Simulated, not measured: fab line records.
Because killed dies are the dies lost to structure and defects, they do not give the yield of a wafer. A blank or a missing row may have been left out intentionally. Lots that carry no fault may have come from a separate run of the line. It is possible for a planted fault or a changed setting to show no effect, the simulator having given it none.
Chamber matching | flow n5_finfet | N5_BEOL_M5_CMP_52 on cmp-03 has 4 sister chambers
The step polishes, stops on SiCOH lowk, t overpolish 6.9 s, target thk 62 nm. 7 wafers are shown with their chamber, then 7 later ones without.

## WAFERS WITH THEIR CHAMBER
wafer  | chamber | motor_current_A (A) | barrier_field_endpoint_s (s)
L088.5 | 1       | 6.7                 | 24.4
L088.6 | 2       | 6.0                 | 25.3
L086.2 | 2       | 6.2                 | 24.8
L086.3 | 3       | 6.4                 | 24.9
L086.6 | 0       | 6.3                 | 25.3
L091.2 | 3       | 6.5                 | 24.6
L091.4 | 0       | 6.2                 | 25.4

## WAFERS MISSING THEIR CHAMBER
wafer  | motor_current_A (A) | barrier_field_endpoint_s (s)
L091.6 | 6.4                 | 25.9
L093.2 | 6.0                 | 24.9
L093.4 | 6.6                 | 25.6
L093.5 | 6.9                 | 24.3
L097.3 | 6.2                 | 23.3
L097.4 | 6.5                 | 23.6
L097.5 | 6.6                 | 24.7

## EACH ONE'S CHAMBER
wafer  | from the rows above               | in truth
L091.6 | can't be placed: 0 or 2           | 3
L093.2 | can't be placed: 2 or 0           | 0
L093.4 | can't be placed: 0 or 3 or 1 or 2 | 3
L093.5 | 1                                 | 1
L097.3 | can't be placed: 3 or 1 or 2 or 0 | 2
L097.4 | can't be placed: 1 or 3           | 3
L097.5 | can't be placed: 3 or 1           | 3
Correct placement for 1 of the 7. From these rows, 6 cannot be placed; in 5 the true chamber is one of the candidates. Placed wrongly: 0.
How it was worked out, from the rows above alone: a wafer's distance from a chamber is the root of the sum, over the readings, of the square of ((its reading less the chamber's mean) divided by the reading's scatter). The wafer belongs to the nearest chamber; if the next one is less than 2 further off, it can't be placed. A chamber's mean is the mean of its shown wafers. The scatter: the root of (the sum of the squares of (reading less its chamber's mean) over the shown wafers, divided by (wafers less chambers)).
